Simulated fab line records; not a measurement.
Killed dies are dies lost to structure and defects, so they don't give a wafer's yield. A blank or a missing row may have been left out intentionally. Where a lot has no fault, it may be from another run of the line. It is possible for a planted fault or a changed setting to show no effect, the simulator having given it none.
Which tool was responsible? || flow n5-finfet || 72 wafers from 24 lots sampled at 6 of the route's 1938 steps

WHAT EACH GAUGE READ, for each wafer
N5_BEOL_M1_INSPECT_59: inspects for defects (darkfield).
{"lot": "L074", "measured": "day 6 17:39", "on": "defect-inspect-01", "raw-defect-count": "76 50 65"}
{"lot": "L075", "measured": "day 6 19:07", "on": "defect-inspect-01", "raw-defect-count": "74 50 122"}
{"lot": "L076", "measured": "day 7 19:32", "on": "defect-inspect-02", "raw-defect-count": "41 61 47"}
{"lot": "L077", "measured": "day 8 01:57", "on": "defect-inspect-02", "raw-defect-count": "65 88 56"}
{"lot": "L078", "measured": "day 8 07:48", "on": "defect-inspect-02", "raw-defect-count": "114 115 78"}
{"lot": "L079", "measured": "day 8 10:38", "on": "defect-inspect-01", "raw-defect-count": "79 42 68"}
{"lot": "L080", "measured": "day 8 15:02", "on": "defect-inspect-02", "raw-defect-count": "84 71 57"}
{"lot": "L081", "measured": "day 9 04:35", "on": "defect-inspect-02", "raw-defect-count": "61 65 59"}
{"lot": "L083", "measured": "day 9 09:41", "on": "defect-inspect-02", "raw-defect-count": "49 38 75"}
{"lot": "L082", "measured": "day 9 10:53", "on": "defect-inspect-01", "raw-defect-count": "101 59 63"}
{"lot": "L084", "measured": "day 9 11:52", "on": "defect-inspect-01", "raw-defect-count": "56 78 57"}
{"lot": "L085", "measured": "day 9 18:55", "on": "defect-inspect-01", "raw-defect-count": "111 107 52"}
{"lot": "L088", "measured": "day 10 01:07", "on": "defect-inspect-02", "raw-defect-count": "105 127 135"}
{"lot": "L086", "measured": "day 10 04:08", "on": "defect-inspect-01", "raw-defect-count": "47 51 57"}
{"lot": "L087", "measured": "day 10 04:40", "on": "defect-inspect-01", "raw-defect-count": "95 89 57"}
{"lot": "L089", "measured": "day 10 16:54", "on": "defect-inspect-02", "raw-defect-count": "62 51 71"}
{"lot": "L090", "measured": "day 10 23:08", "on": "defect-inspect-02", "raw-defect-count": "85 81 53"}
{"lot": "L091", "measured": "day 11 02:17", "on": "defect-inspect-01", "raw-defect-count": "130 93 118"}
{"lot": "L092", "measured": "day 11 11:35", "on": "defect-inspect-01", "raw-defect-count": "100 114 61"}
{"lot": "L093", "measured": "day 11 23:19", "on": "defect-inspect-01", "raw-defect-count": "69 49 69"}
{"lot": "L094", "measured": "day 12 00:22", "on": "defect-inspect-02", "raw-defect-count": "65 77 53"}
{"lot": "L095", "measured": "day 12 04:55", "on": "defect-inspect-02", "raw-defect-count": "45 71 69"}
{"lot": "L096", "measured": "day 12 06:45", "on": "defect-inspect-01", "raw-defect-count": "74 74 88"}
{"lot": "L097", "measured": "day 12 15:04", "on": "defect-inspect-02", "raw-defect-count": "79 70 94"}

N5_BEOL_M2_CD_MEAS_18: pitch 36 nm, target cd 18 nm.
{"lot": "L074", "measured": "day 6 19:37", "on": "cd-sem-03", "cd-nm (nm)": "18.4 18.2 18.4"}
{"lot": "L075", "measured": "day 6 20:58", "on": "cd-sem-01", "cd-nm (nm)": "17.8 17.8 18.3"}
{"lot": "L076", "measured": "day 7 21:10", "on": "cd-sem-01", "cd-nm (nm)": "17.2 17.8 18.1"}
{"lot": "L077", "measured": "day 8 04:25", "on": "cd-sem-01", "cd-nm (nm)": "18.0 17.5 17.8"}
{"lot": "L078", "measured": "day 8 11:08", "on": "cd-sem-03", "cd-nm (nm)": "18.2 17.9 17.4"}
{"lot": "L079", "measured": "day 8 11:56", "on": "cd-sem-03", "cd-nm (nm)": "17.8 17.7 17.6"}
{"lot": "L080", "measured": "day 8 18:20", "on": "cd-sem-02", "cd-nm (nm)": "18.2 17.7 18.3"}
{"lot": "L081", "measured": "day 9 05:53", "on": "cd-sem-01", "cd-nm (nm)": "17.7 17.6 17.3"}
{"lot": "L083", "measured": "day 9 11:28", "on": "cd-sem-03", "cd-nm (nm)": "17.3 18.1 17.6"}
{"lot": "L082", "measured": "day 9 12:28", "on": "cd-sem-01", "cd-nm (nm)": "17.7 18.0 18.0"}
{"lot": "L084", "measured": "day 9 13:33", "on": "cd-sem-01", "cd-nm (nm)": "17.0 18.3 16.9"}
{"lot": "L085", "measured": "day 9 20:44", "on": "cd-sem-01", "cd-nm (nm)": "18.1 17.9 17.5"}
{"lot": "L088", "measured": "day 10 04:26", "on": "cd-sem-01", "cd-nm (nm)": "18.1 17.3 17.3"}
{"lot": "L086", "measured": "day 10 05:37", "on": "cd-sem-03", "cd-nm (nm)": "17.2 17.9 17.6"}
{"lot": "L087", "measured": "day 10 08:37", "on": "cd-sem-02", "cd-nm (nm)": "18.2 17.9 18.3"}
{"lot": "L089", "measured": "day 10 19:47", "on": "cd-sem-01", "cd-nm (nm)": "17.8 18.6 18.9"}
{"lot": "L090", "measured": "day 11 00:25", "on": "cd-sem-03", "cd-nm (nm)": "18.3 17.5 18.6"}
{"lot": "L091", "measured": "day 11 03:50", "on": "cd-sem-02", "cd-nm (nm)": "17.2 17.8 18.0"}
{"lot": "L092", "measured": "day 11 13:27", "on": "cd-sem-03", "cd-nm (nm)": "17.6 18.5 17.9"}
{"lot": "L093", "measured": "day 12 00:43", "on": "cd-sem-03", "cd-nm (nm)": "18.3 17.7 17.9"}
{"lot": "L094", "measured": "day 12 03:31", "on": "cd-sem-01", "cd-nm (nm)": "17.9 18.5 18.3"}
{"lot": "L095", "measured": "day 12 08:11", "on": "cd-sem-02", "cd-nm (nm)": "17.7 18.0 17.6"}
{"lot": "L096", "measured": "day 12 08:56", "on": "cd-sem-02", "cd-nm (nm)": "18.1 18.0 18.4"}
{"lot": "L097", "measured": "day 12 17:08", "on": "cd-sem-02", "cd-nm (nm)": "18.2 18.8 18.5"}

WHICH TOOL RAN EACH LOT (tool, then ch and the chambers of the sampled wafers, then the start)
{"lot": "L074", "N5_BEOL_M1_SPUTTER_94": "pvd-sputter-02, day 6 16:19", "N5_BEOL_M1_ANNEAL_51": "rtp-anneal-02 ch 0, day 6 16:47", "N5_BEOL_M1_CO_CAP_55": "cvd-co-02 ch 0,1, day 6 17:25", "N5_BEOL_M2_HM_OPEN_17": "rie-metal-02 ch 1, day 6 19:26"}
{"lot": "L075", "N5_BEOL_M1_SPUTTER_94": "pvd-sputter-01, day 6 17:50", "N5_BEOL_M1_ANNEAL_51": "rtp-anneal-01 ch 0, day 6 18:20", "N5_BEOL_M1_CO_CAP_55": "cvd-co-02 ch 0,2, day 6 18:55", "N5_BEOL_M2_HM_OPEN_17": "rie-metal-02 ch 0,1, day 6 20:49"}
{"lot": "L076", "N5_BEOL_M1_SPUTTER_94": "pvd-sputter-02, day 7 18:13", "N5_BEOL_M1_ANNEAL_51": "rtp-anneal-01 ch 0, day 7 18:38", "N5_BEOL_M1_CO_CAP_55": "cvd-co-01 ch 1,2, day 7 19:19", "N5_BEOL_M2_HM_OPEN_17": "rie-metal-03 ch 0,1, day 7 20:59"}
{"lot": "L077", "N5_BEOL_M1_SPUTTER_94": "pvd-sputter-02, day 8 00:40", "N5_BEOL_M1_ANNEAL_51": "rtp-anneal-02 ch 0, day 8 01:04", "N5_BEOL_M1_CO_CAP_55": "cvd-co-01 ch 0,2, day 8 01:44", "N5_BEOL_M2_HM_OPEN_17": "rie-metal-03 ch 0,1, day 8 04:14"}
{"lot": "L078", "N5_BEOL_M1_SPUTTER_94": "pvd-sputter-02, day 8 06:25", "N5_BEOL_M1_ANNEAL_51": "rtp-anneal-01 ch 0, day 8 06:57", "N5_BEOL_M1_CO_CAP_55": "cvd-co-01 ch 1,2, day 8 07:35", "N5_BEOL_M2_HM_OPEN_17": "rie-metal-03 ch 0,1, day 8 10:47"}
{"lot": "L079", "N5_BEOL_M1_SPUTTER_94": "pvd-sputter-03, day 8 09:17", "N5_BEOL_M1_ANNEAL_51": "rtp-anneal-01 ch 0, day 8 09:43", "N5_BEOL_M1_CO_CAP_55": "cvd-co-02 ch 0,1,2, day 8 10:25", "N5_BEOL_M2_HM_OPEN_17": "rie-metal-02 ch 0,1, day 8 11:46"}
{"lot": "L080", "N5_BEOL_M1_SPUTTER_94": "pvd-sputter-02, day 8 13:44", "N5_BEOL_M1_ANNEAL_51": "rtp-anneal-01 ch 0, day 8 14:09", "N5_BEOL_M1_CO_CAP_55": "cvd-co-01 ch 0,2, day 8 14:49", "N5_BEOL_M2_HM_OPEN_17": "rie-metal-01 ch 0,1, day 8 18:09"}
{"lot": "L081", "N5_BEOL_M1_SPUTTER_94": "pvd-sputter-03, day 9 03:18", "N5_BEOL_M1_ANNEAL_51": "rtp-anneal-02 ch 0, day 9 03:43", "N5_BEOL_M1_CO_CAP_55": "cvd-co-01 ch 0,1, day 9 04:23", "N5_BEOL_M2_HM_OPEN_17": "rie-metal-01 ch 0,1, day 9 05:41"}
{"lot": "L083", "N5_BEOL_M1_SPUTTER_94": "pvd-sputter-02, day 9 08:24", "N5_BEOL_M1_ANNEAL_51": "rtp-anneal-01 ch 0, day 9 08:49", "N5_BEOL_M1_CO_CAP_55": "cvd-co-02 ch 1,2, day 9 09:29", "N5_BEOL_M2_HM_OPEN_17": "rie-metal-01 ch 0,1, day 9 11:17"}
{"lot": "L082", "N5_BEOL_M1_SPUTTER_94": "pvd-sputter-03, day 9 09:36", "N5_BEOL_M1_ANNEAL_51": "rtp-anneal-02 ch 0, day 9 10:01", "N5_BEOL_M1_CO_CAP_55": "cvd-co-02 ch 0,2, day 9 10:41", "N5_BEOL_M2_HM_OPEN_17": "rie-metal-02 ch 0,1, day 9 12:14"}
{"lot": "L084", "N5_BEOL_M1_SPUTTER_94": "pvd-sputter-02, day 9 10:34", "N5_BEOL_M1_ANNEAL_51": "rtp-anneal-01 ch 0, day 9 11:01", "N5_BEOL_M1_CO_CAP_55": "cvd-co-02 ch 0,1,2, day 9 11:40", "N5_BEOL_M2_HM_OPEN_17": "rie-metal-01 ch 0,1, day 9 13:22"}
{"lot": "L085", "N5_BEOL_M1_SPUTTER_94": "pvd-sputter-03, day 9 17:35", "N5_BEOL_M1_ANNEAL_51": "rtp-anneal-02 ch 0, day 9 18:05", "N5_BEOL_M1_CO_CAP_55": "cvd-co-01 ch 1,2, day 9 18:41", "N5_BEOL_M2_HM_OPEN_17": "rie-metal-02 ch 0,1, day 9 20:25"}
{"lot": "L088", "N5_BEOL_M1_SPUTTER_94": "pvd-sputter-01, day 9 23:49", "N5_BEOL_M1_ANNEAL_51": "rtp-anneal-02 ch 0, day 10 00:14", "N5_BEOL_M1_CO_CAP_55": "cvd-co-02 ch 0,2, day 10 00:54", "N5_BEOL_M2_HM_OPEN_17": "rie-metal-03 ch 0,1, day 10 04:16"}
{"lot": "L086", "N5_BEOL_M1_SPUTTER_94": "pvd-sputter-02, day 10 02:48", "N5_BEOL_M1_ANNEAL_51": "rtp-anneal-02 ch 0, day 10 03:13", "N5_BEOL_M1_CO_CAP_55": "cvd-co-02 ch 0,1,2, day 10 03:53", "N5_BEOL_M2_HM_OPEN_17": "rie-metal-03 ch 0,1, day 10 05:26"}
{"lot": "L087", "N5_BEOL_M1_SPUTTER_94": "pvd-sputter-03, day 10 03:12", "N5_BEOL_M1_ANNEAL_51": "rtp-anneal-01 ch 0, day 10 03:55", "N5_BEOL_M1_CO_CAP_55": "cvd-co-02 ch 0,1,2, day 10 04:29", "N5_BEOL_M2_HM_OPEN_17": "rie-metal-02 ch 0,1, day 10 08:28"}
{"lot": "L089", "N5_BEOL_M1_SPUTTER_94": "pvd-sputter-02, day 10 15:36", "N5_BEOL_M1_ANNEAL_51": "rtp-anneal-02 ch 0, day 10 16:01", "N5_BEOL_M1_CO_CAP_55": "cvd-co-02 ch 0,2, day 10 16:41", "N5_BEOL_M2_HM_OPEN_17": "rie-metal-02 ch 1, day 10 19:31"}
{"lot": "L090", "N5_BEOL_M1_SPUTTER_94": "pvd-sputter-01, day 10 21:51", "N5_BEOL_M1_ANNEAL_51": "rtp-anneal-02 ch 0, day 10 22:16", "N5_BEOL_M1_CO_CAP_55": "cvd-co-01 ch 0,1,2, day 10 22:56", "N5_BEOL_M2_HM_OPEN_17": "rie-metal-01 ch 0,1, day 11 00:14"}
{"lot": "L091", "N5_BEOL_M1_SPUTTER_94": "pvd-sputter-01, day 11 00:59", "N5_BEOL_M1_ANNEAL_51": "rtp-anneal-02 ch 0, day 11 01:23", "N5_BEOL_M1_CO_CAP_55": "cvd-co-02 ch 1,2, day 11 02:04", "N5_BEOL_M2_HM_OPEN_17": "rie-metal-01 ch 0, day 11 03:39"}
{"lot": "L092", "N5_BEOL_M1_SPUTTER_94": "pvd-sputter-03, day 11 10:18", "N5_BEOL_M1_ANNEAL_51": "rtp-anneal-01 ch 0, day 11 10:48", "N5_BEOL_M1_CO_CAP_55": "cvd-co-01 ch 0,1,2, day 11 11:23", "N5_BEOL_M2_HM_OPEN_17": "rie-metal-02 ch 0,1, day 11 13:17"}
{"lot": "L093", "N5_BEOL_M1_SPUTTER_94": "pvd-sputter-03, day 11 21:59", "N5_BEOL_M1_ANNEAL_51": "rtp-anneal-01 ch 0, day 11 22:24", "N5_BEOL_M1_CO_CAP_55": "cvd-co-02 ch 0,1,2, day 11 23:05", "N5_BEOL_M2_HM_OPEN_17": "rie-metal-03 ch 1, day 12 00:32"}
{"lot": "L094", "N5_BEOL_M1_SPUTTER_94": "pvd-sputter-02, day 11 23:01", "N5_BEOL_M1_ANNEAL_51": "rtp-anneal-02 ch 0, day 11 23:26", "N5_BEOL_M1_CO_CAP_55": "cvd-co-01 ch 1,2, day 12 00:09", "N5_BEOL_M2_HM_OPEN_17": "rie-metal-02 ch 0,1, day 12 03:20"}
{"lot": "L095", "N5_BEOL_M1_SPUTTER_94": "pvd-sputter-03, day 12 03:34", "N5_BEOL_M1_ANNEAL_51": "rtp-anneal-02 ch 0, day 12 04:01", "N5_BEOL_M1_CO_CAP_55": "cvd-co-02 ch 1,2, day 12 04:41", "N5_BEOL_M2_HM_OPEN_17": "rie-metal-03 ch 0,1, day 12 08:01"}
{"lot": "L096", "N5_BEOL_M1_SPUTTER_94": "pvd-sputter-03, day 12 05:27", "N5_BEOL_M1_ANNEAL_51": "rtp-anneal-02 ch 0, day 12 05:58", "N5_BEOL_M1_CO_CAP_55": "cvd-co-01 ch 0,1,2, day 12 06:32", "N5_BEOL_M2_HM_OPEN_17": "rie-metal-02 ch 0,1, day 12 08:47"}
{"lot": "L097", "N5_BEOL_M1_SPUTTER_94": "pvd-sputter-01, day 12 13:45", "N5_BEOL_M1_ANNEAL_51": "rtp-anneal-01 ch 0, day 12 14:11", "N5_BEOL_M1_CO_CAP_55": "cvd-co-02 ch 0,1, day 12 14:52", "N5_BEOL_M2_HM_OPEN_17": "rie-metal-02 ch 0,1, day 12 16:58"}
- N5_BEOL_M1_SPUTTER_94: material Cu, target thk 4.5 nm, time 8.29 s.
- N5_BEOL_M1_ANNEAL_51: time 90 s.
- N5_BEOL_M1_CO_CAP_55: material Co, precursor CCTBA/H2, target thk 2 nm, time 102.1 s.
- N5_BEOL_M2_HM_OPEN_17: chemistry Cl2/BCl3, target TiN, target depth 20 nm, overetch 6 nm.

WHAT THE TOOLS THEMSELVES READ (means of the sampled wafers that have a number; where no wafer has one, the mark that the record gives instead)
N5_BEOL_M1_SPUTTER_94.
{"lot": "L074", "tool": "pvd-sputter-02", "chuck-sensor-temp-C (C)": -15.9, "throttle-valve-pct (%)": 30.9}
{"lot": "L075", "tool": "pvd-sputter-01", "chuck-sensor-temp-C (C)": -16.6, "throttle-valve-pct (%)": 30.6}
{"lot": "L076", "tool": "pvd-sputter-02", "chuck-sensor-temp-C (C)": -16.3, "throttle-valve-pct (%)": 30.4}
{"lot": "L077", "tool": "pvd-sputter-02", "chuck-sensor-temp-C (C)": -15.8, "throttle-valve-pct (%)": 31.4}
{"lot": "L078", "tool": "pvd-sputter-02", "chuck-sensor-temp-C (C)": -16.0, "throttle-valve-pct (%)": 31.0}
{"lot": "L079", "tool": "pvd-sputter-03", "chuck-sensor-temp-C (C)": -15.8, "throttle-valve-pct (%)": 28.6}
{"lot": "L080", "tool": "pvd-sputter-02", "chuck-sensor-temp-C (C)": -15.9, "throttle-valve-pct (%)": 30.0}
{"lot": "L081", "tool": "pvd-sputter-03", "chuck-sensor-temp-C (C)": -16.0, "throttle-valve-pct (%)": 28.8}
{"lot": "L083", "tool": "pvd-sputter-02", "chuck-sensor-temp-C (C)": -16.1, "throttle-valve-pct (%)": 30.7}
{"lot": "L082", "tool": "pvd-sputter-03", "chuck-sensor-temp-C (C)": -16.2, "throttle-valve-pct (%)": 28.9}
{"lot": "L084", "tool": "pvd-sputter-02", "chuck-sensor-temp-C (C)": -16.1, "throttle-valve-pct (%)": 31.0}
{"lot": "L085", "tool": "pvd-sputter-03", "chuck-sensor-temp-C (C)": -16.2, "throttle-valve-pct (%)": 29.0}
{"lot": "L088", "tool": "pvd-sputter-01", "chuck-sensor-temp-C (C)": -16.5, "throttle-valve-pct (%)": 30.7}
{"lot": "L086", "tool": "pvd-sputter-02", "chuck-sensor-temp-C (C)": -16.0, "throttle-valve-pct (%)": 30.1}
{"lot": "L087", "tool": "pvd-sputter-03", "chuck-sensor-temp-C (C)": -15.9, "throttle-valve-pct (%)": 28.8}
{"lot": "L089", "tool": "pvd-sputter-02", "chuck-sensor-temp-C (C)": -15.8, "throttle-valve-pct (%)": 30.2}
{"lot": "L090", "tool": "pvd-sputter-01", "chuck-sensor-temp-C (C)": -16.5, "throttle-valve-pct (%)": 30.6}
{"lot": "L091", "tool": "pvd-sputter-01", "chuck-sensor-temp-C (C)": -16.5, "throttle-valve-pct (%)": 30.7}
{"lot": "L092", "tool": "pvd-sputter-03", "chuck-sensor-temp-C (C)": -16.0, "throttle-valve-pct (%)": 28.9}
{"lot": "L093", "tool": "pvd-sputter-03", "chuck-sensor-temp-C (C)": -16.2, "throttle-valve-pct (%)": 28.8}
{"lot": "L094", "tool": "pvd-sputter-02", "chuck-sensor-temp-C (C)": -16.4, "throttle-valve-pct (%)": 30.0}
{"lot": "L095", "tool": "pvd-sputter-03", "chuck-sensor-temp-C (C)": -16.0, "throttle-valve-pct (%)": 28.2}
{"lot": "L096", "tool": "pvd-sputter-03", "chuck-sensor-temp-C (C)": -15.8, "throttle-valve-pct (%)": 28.6}
{"lot": "L097", "tool": "pvd-sputter-01", "chuck-sensor-temp-C (C)": -16.2, "throttle-valve-pct (%)": 30.7}

N5_BEOL_M1_ANNEAL_51.
{"lot": "L074", "tool": "rtp-anneal-02", "wafer_temp_C_max": 226.6}
{"lot": "L075", "tool": "rtp-anneal-01", "wafer_temp_C_max": 226.2}
{"lot": "L076", "tool": "rtp-anneal-01", "wafer_temp_C_max": 226.3}
{"lot": "L077", "tool": "rtp-anneal-02", "wafer_temp_C_max": 226.8}
{"lot": "L078", "tool": "rtp-anneal-01", "wafer_temp_C_max": 225.7}
{"lot": "L079", "tool": "rtp-anneal-01", "wafer_temp_C_max": 226.2}
{"lot": "L080", "tool": "rtp-anneal-01", "wafer_temp_C_max": 226.3}
{"lot": "L081", "tool": "rtp-anneal-02", "wafer_temp_C_max": 226.4}
{"lot": "L083", "tool": "rtp-anneal-01", "wafer_temp_C_max": 226.2}
{"lot": "L082", "tool": "rtp-anneal-02", "wafer_temp_C_max": 226.9}
{"lot": "L084", "tool": "rtp-anneal-01", "wafer_temp_C_max": 226.1}
{"lot": "L085", "tool": "rtp-anneal-02", "wafer_temp_C_max": 226.9}
{"lot": "L088", "tool": "rtp-anneal-02", "wafer_temp_C_max": 226.7}
{"lot": "L086", "tool": "rtp-anneal-02", "wafer_temp_C_max": 226.4}
{"lot": "L087", "tool": "rtp-anneal-01", "wafer_temp_C_max": 226.0}
{"lot": "L089", "tool": "rtp-anneal-02", "wafer_temp_C_max": 226.7}
{"lot": "L090", "tool": "rtp-anneal-02", "wafer_temp_C_max": 226.4}
{"lot": "L091", "tool": "rtp-anneal-02", "wafer_temp_C_max": 226.4}
{"lot": "L092", "tool": "rtp-anneal-01", "wafer_temp_C_max": 226.1}
{"lot": "L093", "tool": "rtp-anneal-01", "wafer_temp_C_max": 226.6}
{"lot": "L094", "tool": "rtp-anneal-02", "wafer_temp_C_max": 226.7}
{"lot": "L095", "tool": "rtp-anneal-02", "wafer_temp_C_max": 226.3}
{"lot": "L096", "tool": "rtp-anneal-02", "wafer_temp_C_max": 226.3}
{"lot": "L097", "tool": "rtp-anneal-01", "wafer_temp_C_max": 226.0}

N5_BEOL_M1_CO_CAP_55.
{"lot": "L074", "tool": "cvd-co-02", "heater-power-w (W)": 271}
{"lot": "L075", "tool": "cvd-co-02", "heater-power-w (W)": 250}
{"lot": "L076", "tool": "cvd-co-01", "heater-power-w (W)": 273}
{"lot": "L077", "tool": "cvd-co-01", "heater-power-w (W)": 215}
{"lot": "L078", "tool": "cvd-co-01", "heater-power-w (W)": 241}
{"lot": "L079", "tool": "cvd-co-02", "heater-power-w (W)": 253}
{"lot": "L080", "tool": "cvd-co-01", "heater-power-w (W)": 219}
{"lot": "L081", "tool": "cvd-co-01", "heater-power-w (W)": 272}
{"lot": "L083", "tool": "cvd-co-02", "heater-power-w (W)": 258}
{"lot": "L082", "tool": "cvd-co-02", "heater-power-w (W)": 233}
{"lot": "L084", "tool": "cvd-co-02", "heater-power-w (W)": 255}
{"lot": "L085", "tool": "cvd-co-01", "heater-power-w (W)": 273}
{"lot": "L088", "tool": "cvd-co-02", "heater-power-w (W)": 250}
{"lot": "L086", "tool": "cvd-co-02", "heater-power-w (W)": 251}
{"lot": "L087", "tool": "cvd-co-02", "heater-power-w (W)": 254}
{"lot": "L089", "tool": "cvd-co-02", "heater-power-w (W)": 231}
{"lot": "L090", "tool": "cvd-co-01", "heater-power-w (W)": 240}
{"lot": "L091", "tool": "cvd-co-02", "heater-power-w (W)": 238}
{"lot": "L092", "tool": "cvd-co-01", "heater-power-w (W)": 240}
{"lot": "L093", "tool": "cvd-co-02", "heater-power-w (W)": 255}
{"lot": "L094", "tool": "cvd-co-01", "heater-power-w (W)": 276}
{"lot": "L095", "tool": "cvd-co-02", "heater-power-w (W)": 259}
{"lot": "L096", "tool": "cvd-co-01", "heater-power-w (W)": 244}
{"lot": "L097", "tool": "cvd-co-02", "heater-power-w (W)": 272}

N5_BEOL_M2_HM_OPEN_17.
{"lot": "L074", "tool": "rie-metal-02", "drypump-motor-current-A (A)": 4.8, "oes_ar_750_au (a.u.)": 0.70, "oes-product-au (a.u.)": 0.58, "rf-fwd-power-W (W)": 986, "throttle-valve-pct (%)": 22.4}
{"lot": "L075", "tool": "rie-metal-02", "drypump-motor-current-A (A)": 5.5, "oes_ar_750_au (a.u.)": 0.67, "oes-product-au (a.u.)": 0.56, "rf-fwd-power-W (W)": 987, "throttle-valve-pct (%)": 22.7}
{"lot": "L076", "tool": "rie-metal-03", "drypump-motor-current-A (A)": 5.7, "oes_ar_750_au (a.u.)": 0.57, "oes-product-au (a.u.)": 0.51, "rf-fwd-power-W (W)": 988, "throttle-valve-pct (%)": 22.2}
{"lot": "L077", "tool": "rie-metal-03", "drypump-motor-current-A (A)": 5.7, "oes_ar_750_au (a.u.)": 0.57, "oes-product-au (a.u.)": 0.50, "rf-fwd-power-W (W)": 989, "throttle-valve-pct (%)": 22.2}
{"lot": "L078", "tool": "rie-metal-03", "drypump-motor-current-A (A)": 5.7, "oes_ar_750_au (a.u.)": 0.59, "oes-product-au (a.u.)": 0.49, "rf-fwd-power-W (W)": 990, "throttle-valve-pct (%)": 22.1}
{"lot": "L079", "tool": "rie-metal-02", "drypump-motor-current-A (A)": 5.5, "oes_ar_750_au (a.u.)": 0.67, "oes-product-au (a.u.)": 0.56, "rf-fwd-power-W (W)": 993, "throttle-valve-pct (%)": 22.7}
{"lot": "L080", "tool": "rie-metal-01", "drypump-motor-current-A (A)": 5.7, "oes_ar_750_au (a.u.)": 0.84, "oes-product-au (a.u.)": 0.73, "rf-fwd-power-W (W)": 994, "throttle-valve-pct (%)": 22.1}
{"lot": "L081", "tool": "rie-metal-01", "drypump-motor-current-A (A)": 5.9, "oes_ar_750_au (a.u.)": 0.86, "oes-product-au (a.u.)": 0.76, "rf-fwd-power-W (W)": 996, "throttle-valve-pct (%)": 22.2}
{"lot": "L083", "tool": "rie-metal-01", "drypump-motor-current-A (A)": 5.8, "oes_ar_750_au (a.u.)": 0.83, "oes-product-au (a.u.)": 0.73, "rf-fwd-power-W (W)": 987, "throttle-valve-pct (%)": 22.1}
{"lot": "L082", "tool": "rie-metal-02", "drypump-motor-current-A (A)": 5.1, "oes_ar_750_au (a.u.)": 0.69, "oes-product-au (a.u.)": 0.57, "rf-fwd-power-W (W)": 988, "throttle-valve-pct (%)": 22.5}
{"lot": "L084", "tool": "rie-metal-01", "drypump-motor-current-A (A)": 5.7, "oes_ar_750_au (a.u.)": 0.83, "oes-product-au (a.u.)": 0.72, "rf-fwd-power-W (W)": 995, "throttle-valve-pct (%)": 22.1}
{"lot": "L085", "tool": "rie-metal-02", "drypump-motor-current-A (A)": 5.1, "oes_ar_750_au (a.u.)": 0.68, "oes-product-au (a.u.)": 0.56, "rf-fwd-power-W (W)": 987, "throttle-valve-pct (%)": 22.6}
{"lot": "L088", "tool": "rie-metal-03", "drypump-motor-current-A (A)": 5.7, "oes_ar_750_au (a.u.)": 0.92, "oes-product-au (a.u.)": 0.82, "rf-fwd-power-W (W)": 994, "throttle-valve-pct (%)": 22.0}
{"lot": "L086", "tool": "rie-metal-03", "drypump-motor-current-A (A)": 5.7, "oes_ar_750_au (a.u.)": 0.91, "oes-product-au (a.u.)": 0.81, "rf-fwd-power-W (W)": 989, "throttle-valve-pct (%)": 22.0}
{"lot": "L087", "tool": "rie-metal-02", "drypump-motor-current-A (A)": 5.5, "oes_ar_750_au (a.u.)": 0.66, "oes-product-au (a.u.)": 0.55, "rf-fwd-power-W (W)": 991, "throttle-valve-pct (%)": 22.7}
{"lot": "L089", "tool": "rie-metal-02", "drypump-motor-current-A (A)": 4.8, "oes_ar_750_au (a.u.)": 0.69, "oes-product-au (a.u.)": 0.57, "rf-fwd-power-W (W)": 994, "throttle-valve-pct (%)": 22.5}
{"lot": "L090", "tool": "rie-metal-01", "drypump-motor-current-A (A)": 5.9, "oes_ar_750_au (a.u.)": 0.84, "oes-product-au (a.u.)": 0.73, "rf-fwd-power-W (W)": 992, "throttle-valve-pct (%)": 22.2}
{"lot": "L091", "tool": "rie-metal-01", "drypump-motor-current-A (A)": 5.6, "oes_ar_750_au (a.u.)": 0.80, "oes-product-au (a.u.)": 0.70, "rf-fwd-power-W (W)": 990, "throttle-valve-pct (%)": 22.1}
{"lot": "L092", "tool": "rie-metal-02", "drypump-motor-current-A (A)": 5.5, "oes_ar_750_au (a.u.)": 0.91, "oes-product-au (a.u.)": 0.74, "rf-fwd-power-W (W)": 993, "throttle-valve-pct (%)": 22.4}
{"lot": "L093", "tool": "rie-metal-03", "drypump-motor-current-A (A)": 5.7, "oes_ar_750_au (a.u.)": 0.82, "oes-product-au (a.u.)": 0.77, "rf-fwd-power-W (W)": 991, "throttle-valve-pct (%)": 22.3}
{"lot": "L094", "tool": "rie-metal-02", "drypump-motor-current-A (A)": 5.5, "oes_ar_750_au (a.u.)": 0.89, "oes-product-au (a.u.)": 0.73, "rf-fwd-power-W (W)": 987, "throttle-valve-pct (%)": 22.4}
{"lot": "L095", "tool": "rie-metal-03", "drypump-motor-current-A (A)": 5.7, "oes_ar_750_au (a.u.)": 0.87, "oes-product-au (a.u.)": 0.76, "rf-fwd-power-W (W)": 988, "throttle-valve-pct (%)": 22.0}
{"lot": "L096", "tool": "rie-metal-02", "drypump-motor-current-A (A)": 5.4, "oes_ar_750_au (a.u.)": 0.88, "oes-product-au (a.u.)": 0.74, "rf-fwd-power-W (W)": 990, "throttle-valve-pct (%)": 22.3}
{"lot": "L097", "tool": "rie-metal-02", "drypump-motor-current-A (A)": 5.1, "oes_ar_750_au (a.u.)": 0.78, "oes-product-au (a.u.)": 0.65, "rf-fwd-power-W (W)": 993, "throttle-valve-pct (%)": 22.4}

THE ANSWER, worked out from the rows above alone
Rule: the lots themselves supply what counts as usual. Put in order of their means at a reading, lots are off if they are a third of the lots or fewer, leave a main group of 4 or more, and stand apart from it by a gap of 3 or more times the standard deviation of the main group's means; of several such gaps the widest counts. Not used: any main group whose means are identical at the precision the tables above print for the reading. A lot without any number at a reading at which 4 lots or more have one is off too. The other lots that the step has rows for count as sound. Order of review: gauges by route order, followed by the tools' own readings, for which a lot's mean as printed above is used. The first step at which some lot is off is used, and at that step the reading that is off furthest; a lot without a number counts as furthest.
Across all readings shown, no lot is off: no conclusion can be drawn from this.

WHAT THE SIMULATOR HAD PUT IN
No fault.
